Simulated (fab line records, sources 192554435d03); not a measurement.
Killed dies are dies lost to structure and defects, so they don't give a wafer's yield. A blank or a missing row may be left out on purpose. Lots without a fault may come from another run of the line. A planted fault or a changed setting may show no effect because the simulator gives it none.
A struck lot beside a sound one | flow n5_finfet | 15 steps out of a route of 1938
Sound: wafers L764.1, L764.5, L764.6. Struck: wafer L782.2. (L782.6 of the same lot was not struck and is left out.) The cause comes at the end.
At each step with rows: each side's tool, then ch and its chambers, then its first start. Under that, the readings that differ: sound wafers | struck wafers | difference of the means | sigmas: that difference in standard deviations of wafers without a fault.
alike: readings whose means differ by less than 2 such deviations, and words and numbers that are the same on both sides. not compared: withheld readings, readings that some wafer has no value for, bounds like >300 that may hide the same value, and numbers for which the record gives no deviation and whose values overlap.
The two part at a step that has a row with sigmas, a row that says differs or no value, or rows on one side only. Numbers that don't overlap but have no deviation are shown without sigmas and don't part them. A reading that every wafer of one side lacks parts them only if that side has two wafers or more.

first, 8 steps without rows for these wafers: N5_BEOL_M11_COAT_63 (time 60 s, resist thk 100 nm); N5_BEOL_M11_COAT_64 (time 60 s, resist thk 30 nm); N5_BEOL_M11_COAT_22 (resist thk 90 nm); N5_BEOL_M11_EBR_24; N5_BEOL_M11_SOFTBAKE_23 (time 60 s); N5_BEOL_M11_EXPOSE_25 (exposes mask V10); N5_BEOL_M11_PEB_26 (peb time 60 s); N5_BEOL_M11_DEVELOP_27 (develop time 30 s).
N5_BEOL_M11_CD_MEAS_28: target cd 70 nm.
  sound on cd_sem-01 ch 0, day 12 21:58; struck on cd_sem-03 ch 0, day 17 01:50
  alike: cd_nm
N5_BEOL_M11_OVL_MEAS_29:
  sound on overlay-01 ch 0, day 12 21:59; struck on overlay-01 ch 0, day 17 01:52
  alike: V10_OVL
N5_BEOL_M11_INSPECT_30: inspects for defects (brightfield).
  sound on defect_inspect-01, day 12 22:01; struck on defect_inspect-01, day 17 01:54
  alike: raw_defect_count
N5_BEOL_M11_DESCUM_33: chemistry O2, time 7.9 s.
  sound on rie_diel-03 ch 2,3, day 12 22:03; struck on rie_diel-05 ch 2, day 17 01:56
  reading          | sound             | struck | difference | sigmas
  bias_power_w (W) | 19.91 19.90 19.88 | 20.10  | +0.20      | +3
  alike: drypump_motor_current_A, oes_product_au, rf_vpp_V, showerhead_plenum_p_Torr, throttle_valve_pct
  not compared: rf_hours_counter_h
N5_BEOL_M11_ETCH_65: etches SiARC in CF4, target depth 39 nm, time 65 s.
  sound on rie_diel-03 ch 2,3, day 12 22:05; struck on rie_diel-05 ch 2, day 17 01:58
  reading               | sound          | struck | difference | sigmas
  etch_rf_on_time_s (s) | 66.0 66.3 65.5 | 39.4   | -26.5      | -30
  oes_product_au (a.u.) | 0.58 0.59 0.58 | 0.97   | +0.39      | +5
  alike: drypump_motor_current_A, rf_vpp_V, showerhead_plenum_p_Torr, throttle_valve_pct
  not compared: rf_hours_counter_h
N5_BEOL_M11_ETCH_66: etches SOC in N2/H2, target depth 120 nm, overetch 24 nm, time 180 s.
  sound on rie_diel-03 ch 2,3, day 12 22:08; struck on rie_diel-05 ch 2, day 17 02:01
  alike: drypump_motor_current_A, oes_product_au, rf_vpp_V, showerhead_plenum_p_Torr, throttle_valve_pct
  not compared: rf_hours_counter_h
N5_PASSIVATION_PROBE_49:
  the record has rows for the sound wafers here (prober-02, day 15 01:22) and none for the struck ones

WHERE THEY PART
First at N5_BEOL_M11_DESCUM_33; last, within this record, at N5_PASSIVATION_PROBE_49.

WHY: what the simulator had put in
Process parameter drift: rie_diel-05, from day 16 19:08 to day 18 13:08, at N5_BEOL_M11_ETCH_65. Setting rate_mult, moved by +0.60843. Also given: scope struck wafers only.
